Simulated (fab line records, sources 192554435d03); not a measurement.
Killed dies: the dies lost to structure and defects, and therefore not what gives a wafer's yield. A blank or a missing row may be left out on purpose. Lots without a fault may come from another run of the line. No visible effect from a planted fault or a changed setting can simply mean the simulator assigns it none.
fab line records | flow n5_finfet | part 2 of 2: steps 43 to 44 of 44
[record] lots = 5 | wafers = 14 | last_day = 18
route steps=1938 shown SD_EPI_N@266 SD_EPI_P@295 BEOL_M4@1111 PASSIVATION@1936
lots that met no fault: from a run of the same line without faults
start_h: hours from the record's first day to the start of the lot's first wafer shown | wait_h: how many hours have passed since the lot's step before this one | " as in the row above | L1.1+2: several wafers, shown together as one row | - no value present, or no start provided | * or withheld: withheld | < > ~ a bound
route shown NAME@n: a module of which the file shows steps, and the number in the route of the first | usual: mean/standard deviation taken from wafers without a fault | same: alike in all rows | chamber/n: place in a boat | sites: each site's reading | _std_site: standard deviation of those values | _edge_site: outer sites' mean less inner sites' | radius_mm: how far each site lies from the wafer's centre | mask NAME#n: copy n | behind: tool/chamber where the wafer was last shaped | hold: what put the lot on hold/how long, in hours/how the hold closed | device: which transistor (n, p or np) failed to switch | end of line: tests of these same wafers at the route's end | a step given without rows: its recipe and nothing more | killed: the dies lost at the first sort to structure and to defects; this is not the yield of the wafer | map: dies across one wafer; x = killed, . = not, _ = none there
set.NAME: the setting the step ran with; set.NAME@STEP: the setting that earlier step ran with | model.NAME: the simulator's own value behind a step, which no gauge read
lots at selected steps of the route; one table per step, one row per wafer
services: when a tool's chamber went out of use (start_h, in hours from the record's first day, below 0 if earlier), for how many hours, and the reason
[[steps]]
[step N5_BEOL_M4_RC_MEAS_101]
[usual] DIBL_N = 36.5/1.4 | DIBL_P = 36.6/1.9 | IOFF_N = 0.167/0.029 | IOFF_P = 0.21/0.033 | ION_N = 674/12 | ION_P = 460/8.9 | RC_DENSE_N = 19.2/0.44 | RC_N = 15.7/0.36 | REXT_N = 75.8/1.7 | SS_N = 71.6/0.57 | SS_P = 73.4/0.61 | VT_N = 249/3.3 | VT_P = -250/3.3
lot.wafer | tool      | chamber | start_h | wait_h | DIBL_N[mV/V] | DIBL_P[mV/V] | IOFF_N[nA/um] | IOFF_P[nA/um] | ION_N[uA/um] | ION_P[uA/um] | RC_DENSE_N[ohm.um] | RC_N[ohm.um] | REXT_N[ohm.um] | SS_N[mV/dec] | SS_P[mV/dec] | VT_N[mV] | VT_P[mV]
L698.1    | prober-01 | 0       | 178.00  | 0.0    | 35.2         | 33.8         | 0.144         | 0.21          | 669          | 465          | 19.3               | 15.9         | 78.1           | 71.0         | 72.8         | 249      | -252
L698.3    | "         | 0       | "       | "      | 35.0         | 33.6         | 0.147         | 0.21          | 681          | 467          | 19.0               | 15.3         | 76.2           | 70.3         | 72.9         | 252      | -247
L698.4    | "         | 0       | "       | "      | 36.0         | 33.8         | 0.158         | 0.21          | 675          | 468          | 19.1               | 15.7         | 77.4           | 70.6         | 73.5         | 251      | -248
L707.1    | prober-01 | 0       | 214.73  | 0.0    | 38.6         | 39.9         | 0.227         | 0.27          | 683          | 468          | 21.3               | 17.2         | 83.2           | 71.8         | 74.6         | 240      | -248
L707.3    | "         | 0       | "       | "      | 35.4         | 35.6         | 0.141         | 0.18          | 670          | 457          | 20.0               | 16.3         | 81.3           | 71.8         | 73.7         | 249      | -252
L712.1    | prober-02 | 0       | 263.65  | 0.0    | 38.4         | 38.3         | 0.193         | 0.25          | 676          | 462          | 19.0               | 15.5         | 73.6           | 71.1         | 73.3         | 249      | -247
L712.3    | "         | 0       | "       | "      | 35.9         | 36.9         | 0.154         | 0.23          | 678          | 474          | 18.5               | 15.0         | 74.4           | 72.1         | 72.9         | 250      | -247
L712.4    | "         | 0       | "       | "      | 35.9         | 36.2         | 0.146         | 0.22          | 668          | 462          | 19.1               | 15.7         | 75.1           | 71.3         | 72.9         | 250      | -247
L713.2    | prober-01 | 0       | 265.89  | 0.2    | 37.2         | 38.0         | 0.184         | 0.21          | 679          | 464          | 19.9               | 16.3         | 75.4           | 70.9         | 73.5         | 246      | -249
L713.3    | "         | 0       | "       | "      | 39.7         | 39.8         | 0.224         | 0.25          | 676          | 455          | 19.2               | 15.5         | 75.0           | 72.4         | 74.5         | 248      | -249
L713.5    | "         | 0       | "       | "      | 37.9         | 39.0         | 0.195         | 0.22          | 678          | 460          | 19.8               | 16.0         | 75.3           | 72.5         | 74.1         | 249      | -250
L721.1    | prober-01 | 0       | 308.55  | 0.0    | 40.7         | 41.6         | 0.277         | 0.33          | 690          | 470          | 19.0               | 15.7         | 75.3           | 73.3         | 75.1         | 240      | -244
L721.4    | "         | 0       | "       | "      | 35.2         | 34.5         | 0.134         | 0.19          | 649          | 447          | 19.3               | 16.0         | 75.8           | 72.0         | 72.4         | 253      | -250
L721.6    | "         | 0       | "       | "      | 35.7         | 35.9         | 0.154         | 0.22          | 669          | 458          | 19.2               | 15.5         | 75.7           | 71.7         | 72.8         | 249      | -250
[step N5_PASSIVATION_PROBE_49]
[usual] defect_limited_yield = 91.2/1.6 | killed_at_M0_to_M3 = 34/11 | killed_at_M4_up = 14/5.7 | killed_at_contacts = 14/6.6 | killed_at_front_end = 37/10 | killed_at_other = 4/3.2 | killed_dies = 104/19 | killed_open = 69/13 | killed_short = 33/8.7 | sort_bin_4_leakage = 0.00/0.014 | sort_bin_5_function = 5.1/1 | sort_bin_6_memory = 3.3/0.76 | sort_bin_8_speed = 0.00/0.016 | sort_n_pass = 1076/19 | sort_yield_pct = 91.2/1.6
[same] gross_dies = 1180 | killed_at_back_side = 0
lot.wafer | tool      | chamber | start_h | wait_h | defect_limited_yield[%] | killed_at_M0_to_M3 | killed_at_M4_up | killed_at_contacts | killed_at_front_end | killed_at_other | killed_dies | killed_open | killed_short | sort_bin_4_leakage[%] | sort_bin_5_function[%] | sort_bin_6_memory[%] | sort_bin_8_speed[%] | sort_n_pass | sort_yield_pct[%]
L698.1    | prober-02 | -       | 273.78  | 0.0    | 89.2                    | 39                 | 11              | 17                 | 55                  | 6               | 128         | 80          | 48           | 0                     | 6.3                    | 4.2                  | 0                   | 1052        | 89.2
L698.3    | prober-02 | -       | 273.88  | 0.1    | 90.0                    | 39                 | 18              | 16                 | 43                  | 2               | 118         | 85          | 31           | 0                     | 5.5                    | 4.2                  | 0                   | 1062        | 90.0
L698.4    | prober-02 | -       | 273.93  | 0.2    | 91.3                    | 40                 | 15              | 13                 | 32                  | 3               | 103         | 68          | 33           | 0                     | 4.9                    | 3.5                  | 0                   | 1077        | 91.3
L707.1    | prober-02 | -       | 313.48  | 0.0    | 89.6                    | 26                 | 28              | 18                 | 51                  | 0               | 123         | 87          | 36           | 0                     | 6.4                    | 3.7                  | 0                   | 1057        | 89.6
L707.3    | prober-02 | -       | 313.58  | 0.1    | 91.5                    | 13                 | 16              | 25                 | 44                  | 2               | 100         | 67          | 32           | 0                     | 5.3                    | 3.0                  | 0                   | 1080        | 91.5
L713.2    | prober-01 | -       | 366.15  | 0.1    | 94.3                    | 21                 | 3               | 7                  | 34                  | 2               | 67          | 43          | 23           | 0                     | 2.9                    | 2.3                  | 0                   | 1113        | 94.3
L713.3    | prober-01 | -       | 366.20  | 0.1    | 92.0                    | 30                 | 8               | 15                 | 39                  | 2               | 94          | 67          | 27           | 0                     | 4.6                    | 3.1                  | 0                   | 1086        | 92.0
L713.5    | prober-01 | -       | 366.30  | 0.2    | 92.4                    | 32                 | 7               | 11                 | 36                  | 4               | 90          | 63          | 26           | 0                     | 4.5                    | 3.1                  | 0                   | 1090        | 92.4
L712.1    | prober-02 | -       | 366.69  | 0.0    | 89.4                    | 50                 | 12              | 14                 | 41                  | 8               | 125         | 87          | 35           | 0                     | 6.6                    | 3.8                  | 0                   | 1055        | 89.4
L712.3    | prober-02 | -       | 366.79  | 0.1    | 88.7                    | 59                 | 23              | 15                 | 31                  | 5               | 133         | 87          | 45           | 0                     | 6.2                    | 4.6                  | 0.08                | 1047        | 88.7
L712.4    | prober-02 | -       | 366.84  | 0.2    | 87.2                    | 47                 | 12              | 21                 | 61                  | 10              | 151         | 101         | 48           | 0                     | 7.8                    | 4.7                  | 0                   | 1029        | 87.2
L721.1    | prober-02 | -       | 425.34  | 0.0    | 91.0                    | 34                 | 22              | 12                 | 34                  | 4               | 106         | 75          | 30           | 0.17                  | 5.4                    | 3.2                  | 0                   | 1072        | 90.8
L721.4    | prober-02 | -       | 425.49  | 0.2    | 91.2                    | 27                 | 15              | 2                  | 47                  | 13              | 104         | 64          | 35           | 0                     | 5.2                    | 2.9                  | 0.08                | 1075        | 91.1
L721.6    | prober-02 | -       | 425.59  | 0.3    | 89.3                    | 31                 | 17              | 12                 | 57                  | 9               | 126         | 76          | 48           | 0                     | 6.0                    | 4.0                  | 0                   | 1054        | 89.3
// killed by level:class
L698.1 STI_FIN_REVEAL:geometric_particle:open=15 MOL_CONTACT_COAG:geometric_particle:open=15 FIN_SAQP:geometric_particle:short=12 FIN_SAQP:geometric_particle:open=9 BEOL_M0_SAQP:geometric_particle:open=9 BEOL_M0_SAQP:geometric_particle:short=9 BEOL_M2:geometric_particle:open=7 STI_FIN_REVEAL:geometric_particle:short=4
L698.3 FIN_SAQP:geometric_particle:open=12 MOL_CONTACT_COAG:geometric_particle:open=12 BEOL_M1:geometric_particle:open=9 BEOL_M2:geometric_particle:open=9 BEOL_M0_SAQP:geometric_particle:open=7 STI_FIN_REVEAL:geometric_particle:open=6 DUMMY_GATE:geometric_particle:open=5 GATE_CUT:geometric_particle:short=4
L698.4 MOL_CONTACT_COAG:geometric_particle:open=11 BEOL_M0_SAQP:geometric_particle:short=11 BEOL_M2:geometric_particle:open=10 FIN_SAQP:geometric_particle:short=9 FIN_SAQP:geometric_particle:open=9 BEOL_M4:geometric_particle:open=8 BEOL_M0_SAQP:geometric_particle:open=6 STI_FIN_REVEAL:geometric_particle:open=4
L707.1 MOL_CONTACT_COAG:geometric_particle:open=15 FIN_SAQP:geometric_particle:open=12 BEOL_M4:geometric_particle:open=12 STI_FIN_REVEAL:geometric_particle:open=9 DUMMY_GATE:geometric_particle:open=8 GATE_CUT:geometric_particle:short=8 BEOL_M0_SAQP:geometric_particle:open=6 BEOL_M0_SAQP:geometric_particle:short=5
L707.3 MOL_CONTACT_COAG:geometric_particle:open=20 FIN_SAQP:geometric_particle:short=9 STI_FIN_REVEAL:geometric_particle:open=9 FIN_SAQP:geometric_particle:open=7 DUMMY_GATE:geometric_particle:open=5 MOL_CONTACT_COAG:geometric_particle:short=5 BEOL_M2:geometric_particle:open=5 BEOL_M4:geometric_particle:open=5
L713.2 FIN_SAQP:geometric_particle:short=7 STI_FIN_REVEAL:geometric_particle:open=7 BEOL_M0_SAQP:geometric_particle:short=7 BEOL_M0_SAQP:geometric_particle:open=6 FIN_SAQP:geometric_particle:open=5 MOL_CONTACT_COAG:geometric_particle:open=5 DUMMY_GATE:geometric_particle:open=3 GATE_CUT:geometric_particle:open=3
L713.3 MOL_CONTACT_COAG:geometric_particle:open=11 STI_FIN_REVEAL:geometric_particle:open=10 BEOL_M1:geometric_particle:open=7 BEOL_M0_SAQP:geometric_particle:open=7 BEOL_M0_SAQP:geometric_particle:short=6 BEOL_M2:geometric_particle:open=6 FIN_SAQP:geometric_particle:open=5 MOL_CONTACT_COAG:geometric_particle:short=4
L713.5 MOL_CONTACT_COAG:geometric_particle:open=10 BEOL_M3:geometric_particle:open=9 FIN_SAQP:geometric_particle:open=7 BEOL_M1:geometric_particle:open=6 STI_FIN_REVEAL:geometric_particle:open=5 ILD0:geometric_particle:open=5 BEOL_M1:geometric_particle:short=5 STARTING-WAFER:geometric_particle:short=4
L712.1 MOL_CONTACT_COAG:geometric_particle:open=13 STI_FIN_REVEAL:geometric_particle:open=12 BEOL_M3:geometric_particle:open=12 BEOL_M0_SAQP:geometric_particle:open=10 BEOL_M0_SAQP:geometric_particle:short=9 BEOL_M4:geometric_particle:open=9 FIN_SAQP:geometric_particle:open=7 BEOL_M2:geometric_particle:open=6
L712.3 BEOL_M0_SAQP:geometric_particle:open=18 BEOL_M0_SAQP:geometric_particle:short=16 BEOL_M4:geometric_particle:open=15 MOL_CONTACT_COAG:geometric_particle:open=12 STI_FIN_REVEAL:geometric_particle:open=7 FIN_SAQP:geometric_particle:short=6 BEOL_M2:geometric_particle:open=6 BEOL_M3:geometric_particle:open=6
L712.4 MOL_CONTACT_COAG:geometric_particle:open=19 BEOL_M0_SAQP:geometric_particle:open=13 BEOL_M1:geometric_particle:open=13 GATE_CUT:geometric_particle:open=9 FIN_SAQP:geometric_particle:open=8 STI_FIN_REVEAL:geometric_particle:open=8 BEOL_M4:geometric_particle:open=8 BEOL_M1:geometric_particle:short=7
L721.1 MOL_CONTACT_COAG:geometric_particle:open=12 BEOL_M4:geometric_particle:open=12 STI_FIN_REVEAL:geometric_particle:open=11 BEOL_M3:geometric_particle:open=8 BEOL_M0_SAQP:geometric_particle:open=7 FIN_SAQP:geometric_particle:open=5 GATE_CUT:geometric_particle:short=4 BEOL_M0_SAQP:geometric_particle:short=4
L721.4 FIN_SAQP:geometric_particle:open=10 FIN_SAQP:geometric_particle:short=9 BEOL_M1:geometric_particle:open=8 ILD0:geometric_particle:open=6 BEOL_M4:geometric_particle:open=6 HKMG_FIN:area_etch=5 STI_FIN_REVEAL:geometric_particle:open=4 BEOL_M0:geometric_particle:open=4
L721.6 FIN_SAQP:geometric_particle:short=10 MOL_CONTACT_COAG:geometric_particle:open=10 BEOL_M4:geometric_particle:open=8 STI_FIN_REVEAL:geometric_particle:open=7 DUMMY_GATE:geometric_particle:open=7 BEOL_M2:geometric_particle:open=7 BEOL_M3:geometric_particle:open=7 GATE_CUT:geometric_particle:open=6
[[services]]
tool         | chamber | start_h | hours | kind
epi_rpcvd-01 | -       | 34.14   | 8.1   | pm
rie_diel-02  | 2       | 39.15   | -     | clean
rie_diel-02  | 2       | 39.15   | -     | consumable_replace:focus_ring
ald_sin-03   | -       | 47.75   | 2.8   | pm
ald_sin-04   | 1       | 47.91   | 8.5   | repair
ald_sin-03   | 1       | 74.73   | 13.9  | repair
rie_diel-06  | 0       | 79.05   | 8.7   | repair
rie_diel-02  | 1       | 87.10   | 2.7   | repair
epi_rpcvd-01 | -       | 106.04  | 5.4   | repair
epi_rpcvd-01 | -       | 117.05  | 1.3   | repair
rie_diel-02  | 0       | 122.41  | 2.5   | repair
rie_si-04    | 2       | 123.18  | 11.6  | repair
ald_sin-04   | 1       | 126.36  | 4.3   | repair
rie_si-03    | 3       | 134.26  | 7.4   | repair
rie_diel-02  | 0       | 151.41  | 1.6   | repair
ald_sin-01   | 0       | 155.73  | 9.2   | repair
ald_sin-01   | 1       | 159.89  | 16.0  | repair
rie_diel-06  | 2       | 168.37  | 33.9  | repair
rie_si-03    | -       | 174.90  | 14.6  | pm
ald_sin-01   | -       | 176.75  | 14.0  | pm
rie_diel-01  | 1       | 186.61  | 6.5   | repair
ald_sin-03   | 3       | 187.19  | 13.1  | repair
rie_si-03    | 0       | 191.73  | 2.0   | repair
rie_diel-06  | -       | 195.13  | 28.1  | pm
[[key]]
[first_sign] step = N5_BEOL_M4_RC_MEAS_101 | reading = REXT_N | direction = up | sigmas = 3.7 | usual = 75.8 | struck = 82.2
[effect] step = N5_BEOL_M4_RC_MEAS_101 | reading = RC_DENSE_N | direction = up | sigmas = 3.2 | usual = 19.2 | struck = 20.7
[effect] step = N5_BEOL_M4_RC_MEAS_101 | reading = RC_N | direction = up | sigmas = 2.9 | usual = 15.7 | struck = 16.7
[model_effect] step = N5_SD_EPI_N_ETCH_45 | value = etch.depth_nm | without = 5.998 | struck = 1.625
met_at N5_SD_EPI_N_ETCH_45
struck_wafers L707.1,L707.3
onset_between 50.33 103.18
also_fits N5_SD_EPI_N_LINER_46:ald_sin-03
[fault] kind = process_parameter_drift | tool = rie_diel-02 | chamber = - | onset_h = 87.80 | steps = N5_SD_EPI_N_ETCH_45 | channel = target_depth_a | offset = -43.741 | shape = step | end_h = 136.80 | scope = struck_wafers_only | acts_in = these_recipes_only | stated = 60
